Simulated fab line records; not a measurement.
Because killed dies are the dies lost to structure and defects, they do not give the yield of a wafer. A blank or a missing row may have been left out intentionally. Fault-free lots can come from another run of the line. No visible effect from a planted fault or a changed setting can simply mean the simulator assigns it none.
Which tool is to blame? ; flow nand-harc ; Sampling: 13 lots, 38 wafers, 3 of 1159 route steps

## WHAT EACH GAUGE READ, for each wafer
NHARC_P_CONTACT_INSPECT_27.
lot;measured;on;raw-defect-count
L189;day 5 20:08;defect-inspect-01;80 119 121
L192;day 6 10:22;defect-inspect-01;277 242 311
L193;day 6 10:47;defect-inspect-01;344 535 436
L195;day 7 06:14;defect-inspect-02;453 449 329
L203;day 8 20:43;defect-inspect-02;238 386
L201;day 9 01:44;defect-inspect-01;303 339 265
L204;day 9 17:16;defect-inspect-02;285 203 289
L206;day 10 00:00;defect-inspect-02;177 165 251
L207;day 10 09:59;defect-inspect-02;227 156 297
L210;day 10 19:26;defect-inspect-01;688 210 247
L209;day 10 18:55;defect-inspect-02;270 351 352
L211;day 11 09:47;defect-inspect-02;278 355 171
L212;day 11 10:14;defect-inspect-02;261 182 371

## TOOL THAT RAN EACH LOT (tool first, then ch and the chambers of the sampled wafers, then the start)
lot;NHARC_P_GATE_STRIP_95;NHARC_P_CONTACT_PRE_CLEAN_39
L189;plasma-asher-02 ch 0,1, day 5 12:32;pvd-sputter-02, day 5 17:58
L192;plasma-asher-02 ch 0,1, day 6 03:14;pvd-sputter-03, day 6 08:39
L193;plasma-asher-01 ch 0,1, day 6 03:39;pvd-sputter-01, day 6 08:50
L195;plasma-asher-02 ch 0,1, day 6 23:37;pvd-sputter-02, day 7 04:48
L203;plasma-asher-02 ch 0,1, day 8 13:46;pvd-sputter-03, day 8 18:56
L201;plasma-asher-02 ch 0,1, day 8 16:11;pvd-sputter-03, day 8 21:28
L204;plasma-asher-01 ch 0,1, day 9 05:46;pvd-sputter-01, day 9 11:03
L206;plasma-asher-01 ch 0,1, day 9 11:48;pvd-sputter-01, day 9 17:34
L207;plasma-asher-01 ch 0, day 10 00:31;pvd-sputter-01, day 10 05:59
L210;plasma-asher-01 ch 0,1, day 10 11:08;pvd-sputter-01, day 10 17:46
L209;plasma-asher-02 ch 0,1, day 10 11:26;pvd-sputter-02, day 10 17:27
L211;plasma-asher-02 ch 0,1, day 11 02:50;pvd-sputter-03, day 11 08:20
L212;plasma-asher-01 ch 0,1, day 11 03:20;pvd-sputter-03, day 11 08:47
- NHARC_P_GATE_STRIP_95: strips in O2.
- NHARC_P_CONTACT_PRE_CLEAN_39: time 19.5 s.

## AS READ BY THE TOOLS THEMSELVES (means over the sampled wafers that have a number; for cases with no such wafer, the mark the record gives instead)
NHARC_P_GATE_STRIP_95.
lot;tool;drypump-motor-current-A (A);heater-power-w (W)
L189;plasma-asher-02;5.6;316
L192;plasma-asher-02;6.1;323
L193;plasma-asher-01;5.8;344
L195;plasma-asher-02;5.6;318
L203;plasma-asher-02;5.8;327
L201;plasma-asher-02;5.6;314
L204;plasma-asher-01;5.8;337
L206;plasma-asher-01;5.9;339
L207;plasma-asher-01;5.8;352
L210;plasma-asher-01;5.8;339
L209;plasma-asher-02;5.6;306
L211;plasma-asher-02;6.1;303
L212;plasma-asher-01;5.8;347

NHARC_P_CONTACT_PRE_CLEAN_39.
lot;tool;bias-v (V)
L189;pvd-sputter-02;248.0
L192;pvd-sputter-03;249.9
L193;pvd-sputter-01;247.9
L195;pvd-sputter-02;252.8
L203;pvd-sputter-03;249.2
L201;pvd-sputter-03;250.0
L204;pvd-sputter-01;248.4
L206;pvd-sputter-01;250.4
L207;pvd-sputter-01;249.5
L210;pvd-sputter-01;250.8
L209;pvd-sputter-02;251.2
L211;pvd-sputter-03;248.7
L212;pvd-sputter-03;249.3

## THE ANSWER, worked out from the rows above alone
Rule: what is usual is taken from the lots themselves. Put in order of their means at a reading, lots are off if they are a third of the lots or fewer, leave a main group of 4 or more, and stand apart from it by a gap of 3 or more times the standard deviation of the main group's means; of several such gaps the widest counts. A main group whose means are all the same, to the digits that the tables above print for the reading, isn't used. A lot without any number at a reading at which 4 lots or more have one is off too. Any other lot the step has rows for is counted as sound. First the gauges in route order, then the tools' own readings, where a lot's mean is used as printed above. The first step at which some lot is off is used, and at that step the reading that is off furthest; a lot without a number counts as furthest.
Nothing can be told from this: no lot is off at any reading shown.

## WHAT THE SIMULATOR PUT IN
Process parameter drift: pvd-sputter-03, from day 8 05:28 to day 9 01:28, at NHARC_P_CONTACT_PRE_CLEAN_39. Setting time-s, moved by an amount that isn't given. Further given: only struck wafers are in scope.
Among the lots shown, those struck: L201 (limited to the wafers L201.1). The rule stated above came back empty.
